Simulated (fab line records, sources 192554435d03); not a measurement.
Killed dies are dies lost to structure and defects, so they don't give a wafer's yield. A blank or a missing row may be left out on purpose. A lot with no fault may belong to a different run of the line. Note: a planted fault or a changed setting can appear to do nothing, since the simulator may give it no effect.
fab line records -- flow n5-finfet
record: lots: 4, wafers: 12, last-day: 19
route steps=1938 shown SD_EPI_P@308 SD_ACTIVATION@330 ILD0@335 SDB@347 BEOL_M4@1111 PASSIVATION@1936
lots that met no fault: from a run of the same line without faults
start-h: hours from the record's first day to the start of the lot's first wafer shown -- wait-h: hours from the lot's prior step to this one -- " identical to the entry in the row above -- L1.1+2: one row covering several wafers at once -- - no value, or no start was given -- * or withheld: withheld -- < > ~ a bound
route shown NAME@n: names a module that has steps shown in the file, with the first one's number in the route -- usual: average and standard deviation across the fault-free wafers -- same: alike in all rows -- chamber/n: place in a boat -- sites: the reading at each site -- _std_site: the standard deviation of these -- _edge_site: outer sites' mean less inner sites' -- radius-mm: for every site, how far away it sits from the centre of the wafer -- mask NAME#n: copy n -- behind: tool/chamber where the wafer was last shaped -- hold: reason for holding the lot/hours on hold/outcome of the hold -- device: the transistor (n, p or np) that didn't switch -- end of line: the same wafers' tests at the end of the route -- for a step that has no rows: nothing shown but its recipe -- killed: dies lost to structure and defects at the first sort, not the wafer's yield -- map: shows each die of a wafer: x if killed, . if not, _ if none is there
set.NAME: setting as actually run; set.NAME@STEP: the setting as run at that earlier step -- model.NAME: the simulator's own value behind a step, which no gauge read
a table for each step, a row for each wafer; lots at some steps of the route
services: from which hour (start-h, from the record's first day; less than 0 if before it) a tool's chamber was out of use, for how many hours, and why
== steps ==
step: N5_SD_EPI_P_ETCH_37
recipe: chemistry: N2/H2, target: SOC, overetch-a: 1080, mask-material: SiARC, temp-c: 40, ion-energy-ev: 100, source-w: 3000, bias-w: 133, pressure-mtorr: 20, time-s: 486, n2-flow-sccm: 200, h2-flow-sccm: 200, ends: end-point
step: N5_SD_EPI_P_STRIP_38
recipe: chemistry: N2/H2, temp-c: 40, n2-flow-sccm: 200, h2-flow-sccm: 200, rf-frequency-hz: 6e+07
step: N5_SD_EPI_P_ETCHBACK_46
recipe: chemistry: CH3F/O2, mode: anisotropic-etchback, target: SiNx, target-depth-a: 175, stop-on: SiO2, over-etch-frac: 0.3, ion-energy-ev: 120, pressure-mtorr: 30, source-w: 395, bias-w: 73, Ar_flow_sccm: 150, CH3F_flow_sccm: 30, O2_flow_sccm: 20
step: N5_SD_EPI_P_ETCH_47
recipe: chemistry: CH3F/O2, target: SiOCN, target-depth-a: 250, mask-material: SOC, ion-energy-ev: 60, bias-w: 29, pressure-mtorr: 30, source-w: 410, Ar_flow_sccm: 150, CH3F_flow_sccm: 30, O2_flow_sccm: 20
step: N5_SD_EPI_P_ETCH_16
recipe: chemistry: CHF3/O2, target: SiO2, target-depth-a: 50, mask-material: SOC, pressure-mtorr: 30, source-w: 650, bias-w: 170, Ar_flow_sccm: 200, CHF3_flow_sccm: 50, O2_flow_sccm: 5, ion-energy-ev: 200
step: N5_SD_EPI_P_STRIP_50
recipe: chemistry: CHF3/O2, resist: SiARC, rf-frequency-hz: 6e+07
step: N5_SD_EPI_P_SD_RECESS_17
recipe: chemistry: HBr/Cl2/O2, target-depth-a: 391, bt-time-s: 3, pressure-mtorr: 10, icp-w: 800, bias-w: 112, HBr_flow_sccm: 150, Cl2_flow_sccm: 80, O2_flow_sccm: 12
step: N5_SD_EPI_P_WET_ETCH_45
recipe: chemistry: dHF, dilution: withheld, time-s: 10.7, target: SiO2, target-depth-a: 20, temp-c: 25, dry: ipa-marangoni, rinse-time-s: 30, rinse-temp-c: 23
step: N5_SD_EPI_P_STRIP_40
recipe: chemistry: N2/H2, power-w: 1000, temp-c: 250, h2-frac: 0.65, overash-fraction: 0.3, pressure-mtorr: withheld, n2-flow-sccm: 1750, h2-flow-sccm: 3250
step: N5_SD_EPI_P_PRECLEAN_52
recipe: chemistry: O3/DIW, time-s: 60, temp-c: 22, o3-ppm: 10
step: N5_SD_EPI_P_SRD_20
recipe: dry: ipa-marangoni, do-ppb: 5, time-s: 30, temp-c: 23, rinse-liquid: diw
step: N5_SD_EPI_P_PRECLEAN_51
recipe: chemistry: NF3:NH3, afs-cycles: 1, temp-c: 30, time-s: 20, sublimation-temp-c: 180, sublimation-time-s: 60, pressure-torr: 3, rf-power-w: 30
step: N5_SD_EPI_P_VAPOR_ETCH_44
recipe: chemistry: NF3/Ar, target: SiGe30, temp-c: 25, time-s: 3.3, mode: isotropic
usual: susceptor-temp-C: 25.01/0.095, time-s: 3.3/0
lot.wafer,tool,chamber,start-h,wait-h,susceptor-temp-C,time-s
L886.1,epi-rpcvd-04,-,104.69,0.1,-,-
L886.4,epi-rpcvd-04,-,104.69,0.1,-,-
L886.6,epi-rpcvd-04,-,104.69,0.1,-,-
L887.1,epi-rpcvd-02,-,108.95,0.1,-,-
L887.2,epi-rpcvd-02,-,108.95,0.1,-,-
L887.6,epi-rpcvd-02,-,108.95,0.1,-,-
L899.1,epi-rpcvd-01,0,187.11,0.1,24.97,3.3
L899.2,epi-rpcvd-01,0,187.11,0.1,24.84,3.3
L899.3,epi-rpcvd-01,0,187.11,0.1,25.05,3.3
L901.3,epi-rpcvd-02,0,199.48,0.2,24.95,3.3
L901.4,epi-rpcvd-02,0,199.48,0.2,25.00,3.3
L901.6,epi-rpcvd-02,0,199.48,0.2,25.12,3.3
step: N5_SD_EPI_P_EPI_21
recipe: material: SiGe:B, dopant: B, temp-c: 550, pressure-torr: 20, ambient: H2, time-s: 355
step: N5_SD_EPI_P_HM_STRIP_48
recipe: chemistry: H3PO4, temp-c: 160, material: SiNx, target: SiNx, target-depth-a: 30, overetch-fraction: 0.3
step: N5_SD_EPI_P_SRD_49
recipe: dry: ipa-marangoni, time-s: 30, temp-c: 23, rinse-liquid: diw
step: N5_SD_EPI_P_PRECLEAN_24
recipe: chemistry: O3/DIW, time-s: 45, temp-c: 22, o3-ppm: 10
step: N5_SD_EPI_P_PRECLEAN_32
recipe: chemistry: dHF, time-s: 10, dilution: 500:1, temp-c: 25
step: N5_SD_EPI_P_PRECLEAN_33
recipe: chemistry: SC2, time-s: 45, temp-c: 35, mix: 1:1:50
step: N5_SD_EPI_P_SRD_25
recipe: time-s: 30, temp-c: 23, rinse-liquid: diw, dry: ipa-marangoni
step: N5_SD_ACTIVATION_RTA_00
recipe: temp-c: 975, time-s: 0, ambient: N2, idle-temp-c: 600, ramp-up-c-per-s: 150, ramp-down-c-per-s: 60, cool-to-c: 600
step: N5_SD_ACTIVATION_LSA_01
recipe: temp-c: 1080, time-s: 0.0008, ambient: N2
step: N5_ILD0_LINER_00
recipe: material: SiNx, target-thk-a: 40, temp-c: 400, ald-precursor-family: SiH2I2, ald-co-reactant: N2/H2-plasma, pulse-time-s: 1, purge-time-s: 2, co-reactant-purge-time-s: 2, ald-cycles: 80, pressure-torr: 2
step: N5_ILD0_FCVD_FILL_01
recipe: material: SiO2_flowable, target-thk-a: 2000, temp-c: 100, pressure-torr: 0.8, rf-w: 2000, time-s: 328.3
step: N5_ILD0_CURE_02
recipe: temp-c: 450, time-s: 1800, ambient: steam, idle-temp-c: 400, ramp-up-c-per-min: 5, ramp-down-c-per-min: 3, densification-p-h2o-torr: 640
step: N5_ILD0_CMP_03
recipe: stop-on: SiNx, t-overpolish-s: 1.9, post-cmp-clean: alkaline-brush, down-force-psi: 4.1491, platen-rpm: 51.796, pad-velocity-m-s: 1.0306, target-thk-nm: 197.38
step: N5_ILD0_CMP_07
recipe: stop-on: poly-Si, material: SiO2_flowable, t-overpolish-s: 1.18, post-cmp-clean: alkaline-brush, down-force-psi: 4.1491, platen-rpm: 51.796, pad-velocity-m-s: 1.0306, target-thk-nm: 138.88
step: N5_ILD0_PRECLEAN_10
recipe: chemistry: NF3:NH3, afs-cycles: 5, time-s: 20, temp-c: 30, sublimation-temp-c: 180, sublimation-time-s: 60, pressure-torr: 3, rf-power-w: 30
step: N5_ILD0_ALD_15
recipe: material: SiNx, target-thk-a: 240, temp-c: 400, ald-precursor-family: SiH2I2, ald-co-reactant: N2/H2-plasma, pulse-time-s: 1, ald-cycles: 480, purge-time-s: 2, co-reactant-purge-time-s: 2, pressure-torr: 2
step: N5_ILD0_CMP_12
recipe: stop-on: poly-Si, material: SiNx, t-overpolish-s: 6, post-cmp-clean: alkaline-brush, down-force-psi: 2.5, platen-rpm: 51.8, pad-velocity-m-s: 1.0307, target-thk-nm: 17.67
step: N5_SDB_HM_DEP_00
recipe: material: SiNx, target-thk-a: 400, temp-c: 400, precursor: SiH4/NH3/N2, pressure-torr: 1.5, rf-w: 300, time-s: 35.3
step: N5_SDB_COAT_03
recipe: resist: SOC, temp-c: 250, time-s: 60, spin-rpm: 1500, resist-thk-nm: 100
step: N5_SDB_COAT_04
recipe: resist: SiARC, temp-c: 220, time-s: 60, spin-rpm: 1500, resist-thk-nm: 18
step: N5_BEOL_M4_RC_MEAS_101
usual: CJ_P: 5.82/0.15, DIBL_N: 36.6/1.3, DIBL_P: 36.4/1.4, IOFF_N: 0.167/0.023, IOFF_P: 0.219/0.029, IOFF_P_85C: 3.8/0.42, IOFF_P_LIN: 0.104/0.012, ION_N: 678/8.7, ION_P: 464/6.4, REXT_P: 101.3/2.6, SS_N: 71.5/0.53, SS_P: 73.4/0.57, VT_N: 248.5/2.8, VT_P: -249/3.1, VT_P_LVT: -99.0/2.7
lot.wafer,tool,chamber,start-h,wait-h,CJ_P,DIBL_N[mV/V],DIBL_P[mV/V],IOFF_N[nA/um],IOFF_P[nA/um],IOFF_P_85C[nA/um],IOFF_P_LIN[nA/um],ION_N[uA/um],ION_P[uA/um],REXT_P[ohm.um],SS_N[mV/dec],SS_P[mV/dec],VT_N[mV],VT_P[mV],VT_P_LVT[mV]
L886.1,prober-02,0,254.65,0.0,4.59,36.8,25.2,0.165,0.035,0.8,0.023,671,298,299.8,71.4,71.5,247.1,-288,-137.4
L886.4,prober-02,0,254.65,0.0,4.07,35.0,23.0,0.125,0.029,0.7,0.020,664,290,301.8,71.2,70.1,252.8,-288,-139.9
L886.6,prober-02,0,254.65,0.0,4.62,35.5,23.7,0.141,0.031,0.7,0.021,676,297,302.9,71.0,70.3,249.9,-288,-139.9
L887.1,prober-01,0,300.00,0.0,4.40,36.7,27.4,0.209,0.041,0.9,0.026,681,296,302.2,71.9,71.9,245.7,-287,-137.1
L887.2,prober-01,0,300.00,0.0,4.71,36.2,26.6,0.190,0.038,0.9,0.023,682,295,299.2,71.6,71.7,246.2,-287,-139.1
L887.6,prober-01,0,300.00,0.0,4.08,37.3,28.1,0.214,0.042,1.0,0.025,679,294,299.3,72.0,72.4,246.3,-288,-137.8
L899.1,prober-01,0,351.14,0.0,5.74,36.9,37.9,0.164,0.231,4.0,0.106,674,467,97.5,71.6,74.1,251.0,-249,-99.0
L899.2,prober-01,0,351.14,0.0,5.88,36.5,37.0,0.149,0.200,3.5,0.096,676,457,99.2,71.7,72.9,249.8,-253,-100.8
L899.3,prober-01,0,351.14,0.0,5.77,37.9,39.8,0.187,0.257,4.4,0.115,683,471,97.8,72.1,73.3,247.3,-248,-97.7
L901.3,prober-02,0,351.72,0.3,5.88,36.3,37.9,0.161,0.207,3.7,0.100,675,468,103.5,71.6,72.9,251.6,-251,-102.4
L901.4,prober-02,0,351.72,0.3,5.86,34.9,35.4,0.138,0.168,3.1,0.086,667,456,104.7,71.0,71.8,251.8,-255,-105.0
L901.6,prober-02,0,351.72,0.3,6.11,35.5,36.8,0.152,0.197,3.5,0.097,676,461,103.5,70.6,72.7,248.2,-250,-103.3
step: N5_PASSIVATION_PROBE_49
usual: defect-limited-yield: 91.6/1.6, killed_at_M0_to_M3: 32/9.7, killed_at_M4_up: 13/4.4, killed-at-contacts: 12/6.5, killed-at-front-end: 38/12, killed-at-other: 3.7/3, killed-dies: 99/18, killed-open: 66/14, killed-short: 32/7.5, sort_bin_5_function: 4.9/1, sort_bin_6_memory: 3.2/0.73, sort_bin_8_speed: 0/0, sort-n-pass: 1081/18, sort-yield-pct: 91.6/1.6
same: gross-dies: 1180, killed-at-back-side: 0, sort_bin_4_leakage[%]: 0
lot.wafer,tool,chamber,start-h,wait-h,defect-limited-yield[%],killed_at_M0_to_M3,killed_at_M4_up,killed-at-contacts,killed-at-front-end,killed-at-other,killed-dies,killed-open,killed-short,sort_bin_5_function[%],sort_bin_6_memory[%],sort_bin_8_speed[%],sort-n-pass,sort-yield-pct[%]
L886.1,prober-02,-,353.67,0.0,94.8,13,14,3,26,5,61,39,21,3.0,1.9,94.83,0,0
L886.4,prober-02,-,353.82,0.2,92.9,29,9,4,36,6,84,55,29,3.8,3.1,92.88,0,0
L886.6,prober-02,-,353.92,0.3,93.0,36,10,6,29,2,83,52,31,4.2,2.5,92.97,0,0
L887.1,prober-02,-,408.31,0.0,93.1,24,11,18,28,1,82,55,25,4.5,2.5,93.05,0,0
L887.2,prober-02,-,408.36,0.1,91.3,25,10,24,40,4,103,66,36,4.4,3.9,91.27,0,0
L887.6,prober-02,-,408.56,0.3,94.2,20,10,11,25,3,69,46,23,3.0,2.8,94.15,0,0
L901.3,prober-02,-,454.19,0.1,89.9,27,14,8,65,5,119,89,30,6.3,3.5,0,1061,89.9
L901.4,prober-02,-,454.24,0.2,89.2,21,18,13,72,3,127,94,33,6.0,4.4,0,1053,89.2
L901.6,prober-02,-,454.34,0.3,88.5,56,11,8,56,5,136,84,51,6.9,4.5,0,1044,88.5
L899.1,prober-02,-,455.22,0.0,91.1,22,14,6,59,4,105,65,38,5.3,3.1,0,1075,91.1
L899.2,prober-02,-,455.27,0.1,91.8,32,9,11,37,8,97,67,29,4.5,3.3,0,1083,91.8
L899.3,prober-02,-,455.32,0.1,91.9,26,15,14,38,2,95,64,30,4.8,2.9,0,1085,91.9
killed by level:class
L886.1 BEOL_M3:geometric-particle:open=7 GATE_CUT:geometric-particle:open=6 FIN_SAQP:geometric-particle:open=3 GATE_CUT:geometric-particle:short=3 MIM_TOP_ETCH:geometric-particle:short=3 MOL_CONTACT_COAG:geometric-particle:open=3 BEOL_M4:geometric-particle:open=3 BEOL_M5:geometric-particle:short=3
L886.4 STI_FIN_REVEAL:geometric-particle:open=18 BEOL_M0_SAQP:geometric-particle:short=11 BEOL_M2:geometric-particle:open=7 STARTING-WAFER:geometric-particle:short=5 BEOL_M0_SAQP:geometric-particle:open=4 STI_FIN_REVEAL:geometric-particle:short=3 DUMMY_GATE:geometric-particle:open=3 MOL_CONTACT_COAG:geometric-particle:open=3
L886.6 BEOL_M3:geometric-particle:open=11 BEOL_M0_SAQP:geometric-particle:short=7 STI_FIN_REVEAL:geometric-particle:open=5 BEOL_M2:geometric-particle:open=5 MOL_CONTACT_COAG:geometric-particle:open=5 BEOL_M4:geometric-particle:open=5 ILD0:geometric-particle:short=4 BEOL_M0_SAQP:geometric-particle:open=4
L887.1 MOL_CONTACT_COAG:geometric-particle:open=11 STI_FIN_REVEAL:geometric-particle:open=6 BEOL_M1:geometric-particle:open=6 BEOL_M3:geometric-particle:open=6 MOL_CONTACT_COAG:geometric-particle:short=5 FIN_SAQP:geometric-particle:open=4 DUMMY_GATE:geometric-particle:open=3 GATE_CUT:geometric-particle:short=3
L887.2 MOL_CONTACT_COAG:geometric-particle:open=19 STI_FIN_REVEAL:geometric-particle:open=7 BEOL_M0_SAQP:geometric-particle:short=7 BEOL_M0_SAQP:geometric-particle:open=7 GATE_CUT:geometric-particle:open=6 BEOL_M3:geometric-particle:open=5 MOL_CONTACT_COAG:geometric-particle:short=5 DUMMY_GATE:geometric-particle:open=4
L887.6 MOL_CONTACT_COAG:geometric-particle:open=8 BEOL_M3:geometric-particle:open=8 BEOL_M1:geometric-particle:open=6 DUMMY_GATE:geometric-particle:open=5 DUMMY_GATE:geometric-particle:short=4 BEOL_M7:geometric-particle:open=4 MOL_CONTACT_COAG:geometric-particle:short=3 STARTING-WAFER:geometric-particle:open=3
L901.3 STI_FIN_REVEAL:geometric-particle:open=25 FIN_SAQP:geometric-particle:open=11 MOL_CONTACT_COAG:geometric-particle:open=8 BEOL_M0_SAQP:geometric-particle:short=8 BEOL_M3:geometric-particle:open=6 DUMMY_GATE:geometric-particle:open=6 BEOL_M4:geometric-particle:open=6 FIN_SAQP:geometric-particle:short=5
L901.4 STI_FIN_REVEAL:geometric-particle:open=32 MOL_CONTACT_COAG:geometric-particle:open=13 BEOL_M4:geometric-particle:open=11 STI_FIN_REVEAL:geometric-particle:short=8 DUMMY_GATE:geometric-particle:open=7 FIN_SAQP:geometric-particle:open=5 GATE_CUT:geometric-particle:short=5 BEOL_M0_SAQP:geometric-particle:open=5
L901.6 BEOL_M0_SAQP:geometric-particle:short=18 BEOL_M0_SAQP:geometric-particle:open=15 STI_FIN_REVEAL:geometric-particle:open=9 BEOL_M2:geometric-particle:open=8 BEOL_M3:geometric-particle:open=8 FIN_SAQP:geometric-particle:open=7 FIN_SAQP:geometric-particle:short=7 DUMMY_GATE:geometric-particle:open=6
L899.1 STI_FIN_REVEAL:geometric-particle:open=15 DUMMY_GATE:geometric-particle:open=10 FIN_SAQP:geometric-particle:short=7 BEOL_M3:geometric-particle:open=7 GATE_CUT:geometric-particle:short=6 STARTING-WAFER:geometric-particle:short=6 MOL_CONTACT_COAG:geometric-particle:open=5 FIN_SAQP:geometric-particle:open=4
L899.2 MOL_CONTACT_COAG:geometric-particle:open=11 DUMMY_GATE:geometric-particle:open=9 BEOL_M3:geometric-particle:open=7 STI_FIN_REVEAL:geometric-particle:open=6 GATE_CUT:geometric-particle:short=5 BEOL_M2:geometric-particle:open=5 FIN_SAQP:geometric-particle:short=4 BEOL_M0_SAQP:geometric-particle:short=4
L899.3 FIN_SAQP:geometric-particle:open=8 MOL_CONTACT_COAG:geometric-particle:open=8 FIN_SAQP:geometric-particle:short=6 MOL_CONTACT_COAG:geometric-particle:short=6 BEOL_M0_SAQP:geometric-particle:open=6 BEOL_M1:geometric-particle:open=6 STI_FIN_REVEAL:geometric-particle:open=5 DUMMY_GATE:geometric-particle:open=5
map L886.4 (x killed, . not)
_________________............________________
______________.x..............x._____________
___________........................__________
__________x.............x.........xx_________
________.......................x......_______
_______....x................x.......x..______
______...x........................xx...._____
_____.......x....x.....x........x........____
____.......x.x............................___
___...........x.....x...........x..........__
___..........x................x......x.....__
__.................x..............x.......x._
__..........x.........xx..................x._
_...........................................x
_.........x...................x..............
_..x............................x......x.....
_..........xx.......x......x......x..........
_.x..........x..........................x....
_..............x......x..x..x...x....x.......
_..x...............................x.........
_.............x...................x.......x..
__.........x..x.x..........................._
__..............x..........................._
___..........................x.............__
___.x...............x................xx....__
____x...............................x...x.___
_____.....x..............x.............x.____
______..........................x......._____
_______............x...................______
________x............x.......x........_______
__________.............xx..........._________
___________......x................x__________
______________...x.............x_____________
_________________.........x..________________
map L887.2 (x killed, . not)
_________________.........x.x________________
______________.............x..x._____________
___________.x..x...................__________
__________......x..................._________
________.................x..x..x......_______
_______.......x................x.....x.______
______x.....x......x.......x............_____
_____....................................____
____.............x.......x................___
___.........x.........x......x..x.......x..__
___..x...x.....xx...........x...x...x....xx__
__.........................................._
__.x...........x......................x....._
_.........x.........x........................
_.x.........xx...........x.x...........x....x
_..x........x..........x.....................
_...............x.......................x..x.
_............x......x...........x.....x.xx...
_x....................x.........x............
_............................x....x..........
_........................x...x..x.........x..
__.x........xx...x.......xx................._
__...x..x...x...x.........x................._
___........x........x..x.........x.........__
___........................................__
____.......x.........x....................___
_____..x..x....x....x....x...x..x.....x..____
______x....x..............x............._____
_______x..........x..........xx........______
________.............................x_______
__________..................x......._________
___________.........x.............x__________
______________.................._____________
_________________x...........________________
== services ==
tool,chamber,start-h,hours,kind
epi-rpcvd-02,-,84.66,0.5,pm
epi-rpcvd-01,-,106.64,2.8,pm
epi-rpcvd-04,-,116.76,7.7,repair
epi-rpcvd-01,-,161.15,14.6,pm
epi-rpcvd-04,-,175.04,2.7,repair
== key ==
first-sign: step: N5_SD_EPI_P_VAPOR_ETCH_44, reading: tool-record, direction: missing
effect: step: N5_BEOL_M4_RC_MEAS_101, reading: REXT_P, direction: up, sigmas: 77, usual: 101.3, struck: 300.9
effect: step: N5_BEOL_M4_RC_MEAS_101, reading: ION_P, direction: down, sigmas: 27, usual: 464, struck: 295
effect: step: N5_BEOL_M4_RC_MEAS_101, reading: VT_P_LVT, direction: down, sigmas: 15, usual: -99.0, struck: -138.5
effect: step: N5_BEOL_M4_RC_MEAS_101, reading: VT_P, direction: down, sigmas: 13, usual: -249, struck: -288
effect: step: N5_BEOL_M4_RC_MEAS_101, reading: CJ_P, direction: down, sigmas: 9.5, usual: 5.82, struck: 4.41
effect: step: N5_BEOL_M4_RC_MEAS_101, reading: DIBL_P, direction: down, sigmas: 7.5, usual: 36.4, struck: 25.7
effect: step: N5_BEOL_M4_RC_MEAS_101, reading: IOFF_P_85C, direction: down, sigmas: 7, usual: 3.8, struck: 0.8
effect: step: N5_BEOL_M4_RC_MEAS_101, reading: IOFF_P_LIN, direction: down, sigmas: 6.9, usual: 0.104, struck: 0.023
effect: step: N5_BEOL_M4_RC_MEAS_101, reading: IOFF_P, direction: down, sigmas: 6.3, usual: 0.219, struck: 0.036
effect: step: N5_BEOL_M4_RC_MEAS_101, reading: SS_P, direction: down, sigmas: 3.6, usual: 73.4, struck: 71.3
effect: step: N5_PASSIVATION_PROBE_49, reading: sort_bin_8_speed, direction: up, sigmas: 99+, usual: 0, struck: 93.19
met-at N5_SD_EPI_P_VAPOR_ETCH_44
struck-wafers L886.1,L886.4,L886.6,L887.1,L887.2,L887.6
fault: kind: skipped-step-whole, tool: epi-rpcvd-02,epi-rpcvd-04, chamber: -, onset-h: 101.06, steps: N5_SD_EPI_P_VAPOR_ETCH_44, scope: struck-lots-only
